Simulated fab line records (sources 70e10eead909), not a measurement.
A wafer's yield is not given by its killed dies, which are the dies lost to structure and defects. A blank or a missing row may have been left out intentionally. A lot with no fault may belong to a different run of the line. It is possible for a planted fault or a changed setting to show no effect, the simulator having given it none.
fab line records	flow nand_harc
record lots=6	wafers=16	last_day=33
route steps=1302 shown P_M1@287
lots untouched by any fault: they come from a run of this same line in which no faults occurred
start_h: the number of hours between the record's first day and the start of the first shown wafer of the lot	wait_h: hours from the lot's prior step to this one	" repeats the value in the row above	L1.1+2: a row that stands for several wafers	- no value, or no start given	* or withheld: withheld	< > ~ a bound
route shown NAME@n: NAME is a module with steps in the file, n the number in the route of the first one	usual: the fault-free wafers' mean and standard deviation	same: alike in all rows	chamber/n: place in a boat	sites: the reading at each site	_std_site: how widely they spread, as a standard deviation	_edge_site: mean of outer sites minus mean of inner sites	radius_mm: for every site, how far away it sits from the centre of the wafer	mask NAME#n: copy n	behind: the tool/chamber that last shaped the wafer	hold: why the lot went on hold/how many hours it stayed there/how the hold came to an end	device: whichever transistor did not switch (one of n, p or np)	end of line: tests of these same wafers at the route's end	for a step that has no rows: nothing shown but its recipe	killed: dies that structure and defects cost at the first sort, which is not the same as the wafer's yield	map: the dies of a wafer, with x for killed, . for not killed, _ for no die there
set.NAME: the setting as run; set.NAME@STEP: as run at that earlier step	model.NAME: the simulator's own value behind a step, which no gauge read
certain route steps with their lots: each step a table, each wafer a row
services: from which hour (start_h, from the record's first day; less than 0 if before it) a tool's chamber was out of use, for how many hours, and why
## steps
# step NHARC_P_M1_HMDS_02
# recipe time_s=30
# step NHARC_P_M1_COAT_34
# recipe temp_c=200	time_s=65
# step NHARC_P_M1_COAT_03
# recipe spin_rpm=1500	resist_thk_nm=90
# step NHARC_P_M1_SOFTBAKE_04
# recipe temp_c=105	time_s=55
# step NHARC_P_M1_EBR_05
# step NHARC_P_M1_EXPOSE_06
# recipe na=1.35	target_cd_nm=130	dose_mj=81.88	mask_id=P_M1
# step NHARC_P_M1_PEB_07
# recipe peb_temp_c=100	peb_time_s=65
# step NHARC_P_M1_DEVELOP_08
# recipe develop_time_s=35	dev_temp_c=23
# step NHARC_P_M1_CD_MEAS_09
# recipe target_cd_nm=130	landing_energy_ev=500
# usual cd_nm=129.8/0.68
lot.wafer	tool	chamber	start_h	wait_h	cd_nm
L186.1	cd_sem-03	0	165.80	-	130.0
L186.4	"	0	"	"	130.8
L186.5	"	0	"	"	130.8
L190.2	cd_sem-03	0	211.88	-	129.5
L190.3	"	0	"	"	129.3
L190.5	"	0	"	"	129.0
L196.2	cd_sem-03	0	275.36	-	129.3
L196.5	"	0	"	"	130.4
L196.6	"	0	"	"	130.3
L195.1	cd_sem-01	0	275.88	-	128.9
L195.6	"	0	"	"	129.2
L198.3	cd_sem-01	0	286.05	-	129.4
L198.5	"	0	"	"	130.3
L204.1	cd_sem-01	0	351.17	-	129.0
L204.2	"	0	"	"	130.0
L204.3	"	0	"	"	130.2
# step NHARC_P_M1_OVL_MEAS_10
# recipe pitch_nm=260
# usual overlay_x_nm=0.0/0.71	overlay_y_nm=0.0/0.77
lot.wafer	tool	chamber	start_h	wait_h	overlay_x_nm	overlay_y_nm
L186.1	overlay-02	-	165.89	-	-0.5	1.6
L186.4	"	-	"	"	-0.6	2.4
L186.5	"	-	"	"	-0.3	1.8
L190.2	overlay-01	-	211.96	-	-1.1	0.2
L190.3	"	-	"	"	-1.1	0.6
L190.5	"	-	"	"	-0.7	0.6
L196.2	overlay-01	-	275.44	-	-0.5	0.4
L196.5	"	-	"	"	0.0	-0.2
L196.6	"	-	"	"	-0.7	0.4
L195.1	overlay-02	-	275.97	-	0.5	-0.8
L195.6	"	-	"	"	0.3	-0.4
L198.3	overlay-01	-	286.14	-	-0.1	0.1
L198.5	"	-	"	"	-0.3	0.6
L204.1	overlay-02	-	351.26	-	0.5	0.1
L204.2	"	-	"	"	0.5	0.0
L204.3	"	-	"	"	0.6	-0.9
# step NHARC_P_M1_INSPECT_11
# usual raw_defect_count=5/3.3
lot.wafer	tool	chamber	start_h	wait_h	raw_defect_count
L186.1	defect_inspect-01	-	165.92	0.0	2
L186.4	"	-	"	"	2
L186.5	"	-	"	"	2
L190.2	defect_inspect-02	-	212.00	0.0	7
L190.3	"	-	"	"	5
L190.5	"	-	"	"	3
L196.2	defect_inspect-02	-	275.48	0.0	17
L196.5	"	-	"	"	16
L196.6	"	-	"	"	13
L195.1	defect_inspect-01	-	276.01	0.0	6
L195.6	"	-	"	"	8
L198.3	defect_inspect-01	-	286.17	0.0	3
L198.5	"	-	"	"	9
L204.1	defect_inspect-02	-	351.29	0.0	2
L204.2	"	-	"	"	7
L204.3	"	-	"	"	5
# step NHARC_P_M1_DESCUM_14
# recipe time_s=3	o2_flow_sccm=200	ar_flow_sccm=0	bias_power_w=0	chemistry=O2
# usual drypump_motor_current_A=5.6/0.38	oes_product_au=1.000/0.013	rf_vpp_V=57.5/0.9	showerhead_plenum_p_Torr=1.87/0.065	throttle_valve_pct=11.312/0.009
# same time_s=3
lot.wafer	tool	chamber	start_h	wait_h	drypump_motor_current_A	oes_product_au	rf_hours_counter_h	rf_vpp_V	showerhead_plenum_p_Torr	throttle_valve_pct
L186.1	rie_diel-08	0	166.00	0.1	5.3	1.013	8	57.1	1.86	11.308
L186.4	"	1	"	"	5.4	0.984	7	57.4	1.81	11.312
L186.5	"	2	"	"	5.7	0.997	-	58.6	1.93	11.322
L190.3	rie_diel-08	0	212.06	0.1	5.3	1.017	1	57.5	1.86	11.318
L190.2	"	1	"	"	5.4	0.979	1	55.9	1.81	11.314
L190.5	"	0	"	"	5.3	1.018	-	57.7	1.86	11.313
L196.2	rie_diel-02	3	275.54	0.1	5.4	0.992	4	57.5	1.95	11.302
L196.5	"	3	"	"	5.4	0.988	-	59.1	1.95	11.313
L196.6	"	0	"	"	5.1	1.008	-	56.9	1.79	11.303
L195.1	rie_diel-08	1	276.09	0.1	5.4	0.989	4	56.6	1.80	11.321
L195.6	"	3	"	"	6.1	1.002	-	57.9	1.86	11.300
L198.3	rie_diel-08	0	286.23	0.1	5.3	1.020	5	57.7	1.86	11.319
L198.5	"	0	"	"	5.3	1.003	-	59.1	1.86	11.314
L204.1	rie_diel-02	0	351.35	0.1	5.1	1.010	11	56.5	1.79	11.311
L204.3	"	1	"	"	5.5	1.028	11	56.9	1.99	11.304
L204.2	"	3	"	"	5.4	0.997	11	58.1	1.95	11.297
# step NHARC_P_M1_ETCH_35
# recipe target_depth_a=400	overetch_a=120	time_s=43.94	ion_energy_ev=200	n2_flow_sccm=150	h2_flow_sccm=150	ar_flow_sccm=0	rf_w=400	bias_w=150	chemistry=N2/H2
# usual bias_w=150.0/0.45	drypump_motor_current_A=5.6/0.38	n2_flow_sccm=150.0/0.48	oes_product_au=1.000/0.014	rf_vpp_V=429.4/2	run_length_s=65.2/0.37	showerhead_plenum_p_Torr=2.00/0.071	throttle_valve_pct=14.171/0.0091
lot.wafer	tool	chamber	start_h	wait_h	bias_w	drypump_motor_current_A	n2_flow_sccm	oes_product_au	rf_hours_counter_h	rf_vpp_V	run_length_s	showerhead_plenum_p_Torr	throttle_valve_pct
L186.1	rie_diel-08	3	166.07	0.1	149.3	6.2	149.7	0.988	9	429.8	65.3	1.98	14.167
L186.4	"	0	"	"	150.0	5.3	150.3	1.013	8	429.2	65.4	1.98	14.165
L186.5	"	3	"	"	149.8	6.1	149.6	0.997	-	428.2	65.1	1.98	14.160
L190.3	rie_diel-08	3	212.14	0.1	149.1	6.2	150.0	1.005	1	427.8	65.3	1.98	14.182
L190.2	"	1	"	"	149.9	5.4	149.6	0.984	1	426.8	65.4	1.92	14.166
L190.5	"	0	"	"	150.3	5.3	149.8	1.022	-	429.0	65.5	1.98	14.164
L196.2	rie_diel-02	1	275.64	0.1	149.5	5.6	150.3	1.030	5	432.0	66.0	2.13	14.186
L196.5	"	3	"	"	149.7	5.4	149.9	0.999	-	431.6	65.3	2.08	14.168
L196.6	"	0	"	"	150.2	5.1	149.9	1.005	-	426.5	65.4	1.90	14.152
L195.1	rie_diel-08	1	276.17	0.1	149.1	5.5	149.5	0.999	4	428.4	64.9	1.92	14.181
L195.6	"	2	"	"	-	5.7	148.9	0.989	-	431.5	54.3	2.05	14.167
L198.3	rie_diel-08	3	286.34	0.1	149.9	6.2	150.7	0.986	5	429.6	65.8	1.98	14.171
L198.5	"	0	"	"	-	5.3	149.6	1.015	-	429.8	53.9	1.98	14.162
L204.3	rie_diel-02	3	351.44	0.1	149.9	5.4	149.3	1.003	11	431.2	64.7	2.08	14.188
L204.2	"	1	"	"	149.6	5.5	149.8	1.028	11	433.4	66.1	2.12	14.172
L204.1	"	2	"	"	149.7	5.9	150.6	0.982	10	427.8	64.9	1.95	14.176
# step NHARC_P_M1_ETCH_15
# recipe target_depth_a=1825	time_s=91.2	c4f8_flow_sccm=withheld	ar_flow_sccm=400	rf_w=600	bias_w=300	chemistry=C4F8/Ar
# usual bias_w=300.0/0.86	oes_product_au=0.952/0.024	rf_vpp_V=439.4/2.1	run_length_s=112.5/0.41
# same time_s=91.2
lot.wafer	tool	chamber	start_h	wait_h	bias_w	oes_product_au	rf_hours_counter_h	rf_vpp_V	run_length_s
L186.1	rie_diel-08	3	-	-	299.1	0.912	9	439.1	112.4
L186.4	"	0	"	"	300.3	0.945	8	439.5	113.0
L186.5	"	2	"	"	299.6	0.919	-	442.4	112.0
L190.2	rie_diel-08	3	-	-	300.1	0.976	1	438.0	112.4
L190.3	"	0	"	"	300.2	0.978	1	439.6	112.5
L190.5	"	1	"	"	299.5	0.953	-	436.8	112.2
L196.2	rie_diel-02	0	-	-	298.1	0.924	5	437.6	112.6
L196.6	"	0	"	"	299.3	0.939	-	438.4	113.1
L196.5	"	1	"	"	300.5	0.944	-	442.6	112.9
L195.1	rie_diel-08	1	-	-	299.3	0.937	4	438.3	112.4
L195.6	"	1	"	"	298.8	0.933	-	437.1	112.8
L198.3	rie_diel-08	1	-	-	301.0	0.963	5	437.7	112.5
L198.5	"	3	"	"	299.9	0.979	-	438.5	113.2
L204.3	rie_diel-02	1	-	-	299.8	0.974	11	441.5	112.9
L204.1	"	2	"	"	300.4	0.933	10	438.2	113.0
L204.2	"	3	"	"	299.0	0.933	11	441.6	112.0
## services
tool	chamber	start_h	hours	kind
rie_diel-08	0	145.49	-	clean
rie_diel-08	1	145.49	-	clean
rie_diel-08	2	145.49	-	clean
rie_diel-08	3	145.49	-	clean
rie_diel-08	-	154.42	0.9	repair
rie_diel-08	0	170.01	-	clean
rie_diel-08	1	170.01	-	clean
rie_diel-08	2	170.01	-	clean
rie_diel-08	3	170.01	-	clean
rie_diel-02	2	180.62	1.3	repair
rie_diel-08	-	191.01	9.0	pm
rie_diel-08	0	191.01	9.0	vent_cycle
rie_diel-08	1	191.01	9.0	vent_cycle
rie_diel-08	2	191.01	9.0	vent_cycle
rie_diel-08	3	191.01	9.0	vent_cycle
rie_diel-08	0	200.01	-	clean
rie_diel-08	1	200.01	-	clean
rie_diel-08	2	200.01	-	clean
rie_diel-08	3	200.01	-	clean
rie_diel-02	-	216.70	9.0	pm
rie_diel-08	0	224.51	-	clean
rie_diel-08	1	224.51	-	clean
rie_diel-08	2	291.58	10.8	repair
rie_diel-08	0	299.07	50.3	repair
## key
first_sign step=NHARC_P_M1_ETCH_35	reading=run_length_s	direction=down	sigmas=30	usual=*	struck=*
effect none on later readings
met_at NHARC_P_M1_ETCH_35
struck_wafers L195.6,L198.5
sort_left_out L195.6,L198.5
onset_between 212.14 276.17
fault kind=process_parameter_drift	tool=rie_diel-08	chamber=-	onset_h=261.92	steps=NHARC_P_M1_ETCH_35	channel=time_s	offset=*	shape=step	end_h=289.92	scope=struck_wafers_only	acts_in=*	stated=*
# sort_left_out: the simulated sort isn't trusted on such a fault, so these wafers' sort isn't shown, and their yield isn't known
